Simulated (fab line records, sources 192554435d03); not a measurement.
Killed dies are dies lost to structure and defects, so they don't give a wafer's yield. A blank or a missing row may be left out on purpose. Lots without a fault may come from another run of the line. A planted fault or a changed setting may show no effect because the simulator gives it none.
Which tool did it? | flow n5_finfet | 24 lots, 72 wafers sampled, at 3 steps of a route of 1938

WHAT THE GAUGES READ, wafer by wafer
N5_BEOL_M7_INSPECT_13: inspects for defects (brightfield). Usual: raw_defect_count 456, standard deviation 96.
lot  | measured     | on                | raw_defect_count | flag
L074 | day 8 10:20  | defect_inspect-02 | 383 304 401      |
L075 | day 9 03:29  | defect_inspect-01 | 433 519 500      |
L076 | day 9 11:40  | defect_inspect-02 | 569 388 411      |
L077 | day 9 12:00  | defect_inspect-01 | 450 598 435      |
L078 | day 10 05:48 | defect_inspect-02 | 475 509 355      |
L080 | day 10 06:02 | defect_inspect-02 | 353 258 497      |
L079 | day 10 06:16 | defect_inspect-01 | 299 456 598      |
L081 | day 10 09:11 | defect_inspect-02 | 357 717 554      |
L082 | day 11 06:29 | defect_inspect-02 | 433 346 313      |
L083 | day 11 09:16 | defect_inspect-02 | 532 686 421      |
L084 | day 11 12:38 | defect_inspect-01 | 457 514 423      |
L085 | day 11 14:40 | defect_inspect-01 | 396 441 504      |
L086 | day 11 17:36 | defect_inspect-01 | 307 383 362      |
L087 | day 11 17:38 | defect_inspect-02 | 324 483 489      |
L088 | day 12 12:57 | defect_inspect-02 | 507 485 629      |
L089 | day 12 15:57 | defect_inspect-01 | 275 426 569      |
L090 | day 12 22:55 | defect_inspect-02 | 328 414 398      |
L091 | day 13 11:01 | defect_inspect-02 | 387 381 286      |
L092 | day 13 21:34 | defect_inspect-01 | 576 550 379      |
L095 | day 14 07:07 | defect_inspect-01 | 516 572 577      |
L093 | day 14 11:05 | defect_inspect-01 | 471 611 523      |
L097 | day 14 11:32 | defect_inspect-01 | 457 377 512      |
L094 | day 14 15:50 | defect_inspect-02 | 469 553 489      |
L096 | day 15 00:28 | defect_inspect-01 | 462 390 506      |

WHICH TOOL RAN EACH LOT (tool, then ch and the chambers of the sampled wafers, then the start)
lot  | N5_BEOL_M6_STRIP_80                           | N5_BEOL_M6_ANNEAL_51
L074 | rie_diel-03 ch 1,2,3, day 8 07:49 or earlier  | rtp_anneal-01 ch 0, day 8 07:49
L075 | rie_diel-05 ch 0,1,2, day 8 22:58 or earlier  | rtp_anneal-01 ch 0, day 8 22:58
L076 | rie_diel-03 ch 0,1,2, day 9 08:36 or earlier  | rtp_anneal-01 ch 0, day 9 08:36
L077 | rie_diel-04 ch 0,2, day 9 09:29 or earlier    | rtp_anneal-01 ch 0, day 9 09:29
L078 | rie_diel-03 ch 0,1, day 10 02:49 or earlier   | rtp_anneal-02 ch 0, day 10 02:49
L080 | rie_diel-05 ch 0,1,2, day 10 03:37 or earlier | rtp_anneal-02 ch 0, day 10 03:37
L079 | rie_diel-04 ch 1,3, day 10 03:44 or earlier   | rtp_anneal-01 ch 0, day 10 03:44
L081 | rie_diel-04 ch 0,1,3, day 10 06:27 or earlier | rtp_anneal-01 ch 0, day 10 06:27
L082 | rie_diel-04 ch 1,2,3, day 11 03:33 or earlier | rtp_anneal-02 ch 0, day 11 03:33
L083 | rie_diel-04 ch 1,3, day 11 05:51 or earlier   | rtp_anneal-01 ch 0, day 11 05:51
L084 | rie_diel-04 ch 1,2,3, day 11 09:58 or earlier | rtp_anneal-02 ch 0, day 11 09:58
L085 | rie_diel-03 ch 0,1,2, day 11 12:19 or earlier | rtp_anneal-01 ch 0, day 11 12:19
L086 | rie_diel-05 ch 0,1, day 11 14:22 or earlier   | rtp_anneal-01 ch 0, day 11 14:22
L087 | rie_diel-03 ch 0,1,2, day 11 14:40 or earlier | rtp_anneal-02 ch 0, day 11 14:40
L088 | rie_diel-03 ch 0,1,3, day 12 10:32 or earlier | rtp_anneal-02 ch 0, day 12 10:32
L089 | rie_diel-05 ch 0,1,2, day 12 13:49 or earlier | rtp_anneal-02 ch 0, day 12 13:49
L090 | rie_diel-03 ch 2,3, day 12 18:48 or earlier   | rtp_anneal-01 ch 0, day 12 18:48
L091 | rie_diel-04 ch 0,2, day 13 07:08 or earlier   | rtp_anneal-02 ch 0, day 13 07:08
L092 | rie_diel-04 ch 0,2,3, day 13 19:01 or earlier | rtp_anneal-02 ch 0, day 13 19:01
L095 | rie_diel-03 ch 0,1,2, day 14 04:23 or earlier | rtp_anneal-01 ch 0, day 14 04:23
L093 | rie_diel-05 ch 1,2,3, day 14 05:13 or earlier | rtp_anneal-02 ch 0, day 14 05:13
L097 | rie_diel-04 ch 0,2, day 14 06:01 or earlier   | rtp_anneal-01 ch 0, day 14 06:01
L094 | rie_diel-04 ch 0,2,3, day 14 12:44 or earlier | rtp_anneal-02 ch 0, day 14 12:44
L096 | rie_diel-04 ch 2,3, day 14 20:05 or earlier   | rtp_anneal-01 ch 0, day 14 20:05
- N5_BEOL_M6_STRIP_80: strips in N2/H2, time 10 s.
- N5_BEOL_M6_ANNEAL_51: time 90 s.

WHAT THE TOOLS THEMSELVES READ (means of the sampled wafers that have a number; where no wafer has one, the mark that the record gives instead)
N5_BEOL_M6_STRIP_80. Usual: drypump_motor_current_A 5.9 A, standard deviation 0.35; n2_flow_sccm 200.0 sccm, standard deviation 0.72; oes_product_au 0.79 a.u., standard deviation 0.098; rf_vpp_V 59.3 V, standard deviation 0.84; showerhead_plenum_p_Torr 2.56 Torr, standard deviation 0.077; throttle_valve_pct 23.7 %, standard deviation 0.36.
lot  | tool        | drypump_motor_current_A (A) | n2_flow_sccm (sccm) | oes_product_au (a.u.) | rf_vpp_V (V) | showerhead_plenum_p_Torr (Torr) | throttle_valve_pct (%) | flag
L074 | rie_diel-03 | 5.6                         | 199.6               | 0.79                  | 59.9         | 2.55                            | 23.5                   |
L075 | rie_diel-05 | 5.6                         | 200.1               | 0.80                  | 59.8         | 2.63                            | 23.5                   |
L076 | rie_diel-03 | 5.6                         | 199.3               | 0.76                  | 59.2         | 2.57                            | 23.5                   |
L077 | rie_diel-04 | 6.2                         | 200.3               | 0.71                  | 59.0         | 2.59                            | 23.9                   |
L078 | rie_diel-03 | 5.5                         | 200.5               | 0.71                  | 59.4         | 2.48                            | 23.5                   |
L080 | rie_diel-05 | 5.6                         | 200.2               | 0.78                  | 59.5         | 2.63                            | 23.5                   |
L079 | rie_diel-04 | 6.4                         | 200.1               | 0.91                  | 59.8         | 2.57                            | 23.6                   |
L081 | rie_diel-04 | 6.3                         | 199.7               | 0.81                  | 60.2         | 2.58                            | 23.7                   |
L082 | rie_diel-04 | 6.3                         | 199.8               | 0.80                  | 58.8         | 2.55                            | 23.9                   |
L083 | rie_diel-04 | 6.4                         | 200.5               | 0.88                  | 59.0         | 2.57                            | 23.6                   |
L084 | rie_diel-04 | 6.3                         | 199.9               | 0.80                  | 59.7         | 2.55                            | 23.9                   |
L085 | rie_diel-03 | 5.6                         | 199.6               | 0.86                  | 59.8         | 2.56                            | 23.4                   |
L086 | rie_diel-05 | 5.6                         | 200.3               | 0.78                  | 60.2         | 2.66                            | 23.4                   |
L087 | rie_diel-03 | 5.6                         | 199.7               | 0.85                  | 58.9         | 2.56                            | 23.4                   |
L088 | rie_diel-03 | 5.5                         | 199.6               | 0.80                  | 59.2         | 2.51                            | 23.6                   |
L089 | rie_diel-05 | 5.5                         | 200.5               | 0.77                  | 59.5         | 2.62                            | 23.5                   |
L090 | rie_diel-03 | 5.7                         | 200.0               | 0.80                  | 59.5         | 2.62                            | 23.4                   |
L091 | rie_diel-04 | 6.2                         | 199.9               | 0.80                  | 58.8         | 2.55                            | 24.1                   |
L092 | rie_diel-04 | 6.2                         | 200.3               | 0.80                  | 59.4         | 2.54                            | 23.9                   |
L095 | rie_diel-03 | 5.7                         | 199.6               | 0.82                  | 58.4         | 2.55                            | 23.4                   |
L093 | rie_diel-05 | 5.6                         | 200.5               | 0.75                  | 58.3         | 2.54                            | 23.6                   |
L097 | rie_diel-04 | 6.2                         | 200.2               | 0.79                  | 58.9         | 2.55                            | 24.1                   |
L094 | rie_diel-04 | 6.2                         | 199.9               | 0.79                  | 58.6         | 2.54                            | 23.9                   |
L096 | rie_diel-04 | 6.1                         | 199.9               | 0.71                  | 59.4         | 2.52                            | 24.2                   |

N5_BEOL_M6_ANNEAL_51. Usual: anneal_temp_c 225.01 C, standard deviation 0.16; wafer_temp_C_max 226.0, standard deviation 0.37.
lot  | tool          | anneal_temp_c (C) | wafer_temp_C_max | flag
L074 | rtp_anneal-01 | 224.88            | 225.6            |
L075 | rtp_anneal-01 | 225.03            | 225.6            |
L076 | rtp_anneal-01 | 224.96            | 225.6            |
L077 | rtp_anneal-01 | 224.84            | 225.8            |
L078 | rtp_anneal-02 | 225.11            | 226.4            |
L080 | rtp_anneal-02 | 224.97            | 226.4            |
L079 | rtp_anneal-01 | 225.12            | 225.8            |
L081 | rtp_anneal-01 | 225.05            | 225.6            |
L082 | rtp_anneal-02 | 224.74            | 226.3            |
L083 | rtp_anneal-01 | 225.10            | 225.8            |
L084 | rtp_anneal-02 | 224.96            | 226.1            |
L085 | rtp_anneal-01 | 224.96            | 225.9            |
L086 | rtp_anneal-01 | 224.98            | 225.5            |
L087 | rtp_anneal-02 | 224.79            | 226.2            |
L088 | rtp_anneal-02 | 225.02            | 226.1            |
L089 | rtp_anneal-02 | 225.26            | 226.3            |
L090 | rtp_anneal-01 | 224.90            | 225.8            |
L091 | rtp_anneal-02 | 225.17            | 226.4            |
L092 | rtp_anneal-02 | 225.02            | 226.2            |
L095 | rtp_anneal-01 | 225.20            | 225.8            |
L093 | rtp_anneal-02 | 225.03            | 226.8            |
L097 | rtp_anneal-01 | 225.08            | 225.8            |
L094 | rtp_anneal-02 | 224.89            | 226.4            |
L096 | rtp_anneal-01 | 225.20            | 225.8            |

THE ANSWER, worked out from the rows above alone
Rule: a lot is off if the mean of its wafers that have a number lies more than 3 standard deviations from the usual mean. A lot without any number at a reading at which 4 lots or more have one is off too. The other lots that the step has rows for count as sound. The gauges are gone through in route order, then the tools' own readings, and for those a lot's mean is taken as printed above. The first step at which some lot is off is used, and at that step the reading that is off furthest; a lot without a number counts as furthest.
No lot is off at any reading shown: from this, nothing can be told.

WHAT THE SIMULATOR HAD PUT IN
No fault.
